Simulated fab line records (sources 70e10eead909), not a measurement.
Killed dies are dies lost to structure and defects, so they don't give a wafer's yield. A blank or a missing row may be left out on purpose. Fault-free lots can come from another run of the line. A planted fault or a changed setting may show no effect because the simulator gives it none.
Which tool is to blame? | flow nandHarc | 12 lots, 36 wafers sampled, at 3 steps of a route of 1159

## WHAT THE GAUGES SHOWED, per wafer
NHARC_P_GATE_CD_MEAS_91 targets a cd of 2000 nm.
lot  | measured     | on       | cdNm (nm)
L804 | day 4 22:57  | cdSem-01 | 1998.2 1998.5 1997.6
L807 | day 6 02:16  | cdSem-03 | 1997.9 1997.7 1999.0
L809 | day 6 08:46  | cdSem-02 | 1999.2 2000.5 1997.8
L810 | day 6 08:18  | cdSem-01 | 2000.4 2001.6 2002.2
L811 | day 7 04:46  | cdSem-01 | 2000.2 2001.9 2002.2
L812 | day 7 11:41  | cdSem-01 | 1938.9 1938.8 1940.1
L814 | day 7 23:58  | cdSem-03 | 2000.3 1999.0 1999.0
L817 | day 8 20:12  | cdSem-03 | 1998.9 1999.5 1999.5
L822 | day 9 19:10  | cdSem-01 | 2000.7 1998.3 1998.7
L824 | day 10 13:26 | cdSem-03 | 1999.1 1999.6 1998.9
L826 | day 10 20:46 | cdSem-01 | 2000.0 2000.3 1998.5
L827 | day 11 04:02 | cdSem-01 | 2000.2 2000.9 1999.6

## EACH LOT AND THE TOOL THAT RAN IT (in order: tool; ch and the chambers of the sampled wafers; start)
lot  | NHARC_P_GATE_ALD_36              | NHARC_P_GATE_EXPOSE_88
L804 | aldSin-04 ch 0,1,2, day 4 12:16  | krfScanner-03 ch 0, day 4 22:49
L807 | aldSin-01 ch 1,3, day 5 13:23    | krfScanner-03 ch 0, day 6 02:07
L809 | aldSin-01 ch 0,2,3, day 5 18:41  | krfScanner-03 ch 0, day 6 08:35
L810 | aldSin-04 ch 0,2,3, day 5 19:18  | krfScanner-02 ch 0, day 6 08:09
L811 | aldSin-04 ch 0,2,3, day 6 15:57  | krfScanner-03 ch 0, day 7 04:37
L812 | aldSin-01 ch 2,3, day 6 21:45    | krfScanner-03 ch 0, day 7 11:32
L814 | aldSin-04 ch 2,3, day 7 10:10    | krfScanner-03 ch 0, day 7 23:49
L817 | aldSin-03 ch 2,3, day 8 06:10    | krfScanner-01 ch 0, day 8 20:03
L822 | aldSin-03 ch 1,2, day 9 05:18    | krfScanner-03 ch 0, day 9 19:01
L824 | aldSin-04 ch 0,2,3, day 9 23:28  | krfScanner-03 ch 0, day 10 13:16
L826 | aldSin-01 ch 0,1,2, day 10 08:49 | krfScanner-01 ch 0, day 10 20:37
L827 | aldSin-04 ch 0,2,3, day 10 12:02 | krfScanner-03 ch 0, day 11 03:53
- NHARC_P_GATE_ALD_36: deposits SiNx, target thk 20 nm, pulse time 60 s, ald cycles 223.
- NHARC_P_GATE_EXPOSE_88: exposes mask P HVN, target cd 2000 nm.

## AS READ BY THE TOOLS THEMSELVES (means over the sampled wafers that have a number; for cases with no such wafer, the mark the record gives instead)
NHARC_P_GATE_ALD_36.
lot  | tool      | heaterPowerW (W) | precursorPulseHeightRel
L804 | aldSin-04 | 787              | 1.021
L807 | aldSin-01 | 903              | 1.014
L809 | aldSin-01 | 775              | 1.009
L810 | aldSin-04 | 743              | 1.000
L811 | aldSin-04 | 748              | 0.995
L812 | aldSin-01 | 796              | 0.997
L814 | aldSin-04 | 768              | 0.980
L817 | aldSin-03 | 836              | 1.001
L822 | aldSin-03 | 805              | 0.991
L824 | aldSin-04 | 752              | 1.010
L826 | aldSin-01 | 756              | 1.006
L827 | aldSin-04 | 751              | 1.012

## THE ANSWER, worked out from the rows above alone
Rule: usual is defined by the lots themselves. The widest of any qualifying gaps counts: lots, ordered by their means at a reading, are off when they make up no more than a third of the lots, leave a main group of 4 or more, and stand apart from it by 3 or more times the standard deviation of that group's means. Not used: any main group whose means are identical at the precision the tables above print for the reading. Also off: a lot with no number at a reading for which 4 or more lots have one. The other lots that the step has rows for count as sound. The gauges are gone through in route order, then the tools' own readings, and for those a lot's mean is taken as printed above. The first step at which some lot is off is used, and at that step the reading that is off furthest; a lot without a number counts as furthest.
Off at NHARC_P_GATE_CD_MEAS_91 (cdNm): L812. For the main group the mean is 1999.6 nm and the standard deviation 1.
If a tool, at a process step before that reading, ran all the lots that are off and no sound lot after the first of them, it fits. Gauges at NHARC_P_GATE_CD_MEAS_91: tried the same way as those tools. None of those tried fits.

## WHAT THE SIMULATOR PUT IN
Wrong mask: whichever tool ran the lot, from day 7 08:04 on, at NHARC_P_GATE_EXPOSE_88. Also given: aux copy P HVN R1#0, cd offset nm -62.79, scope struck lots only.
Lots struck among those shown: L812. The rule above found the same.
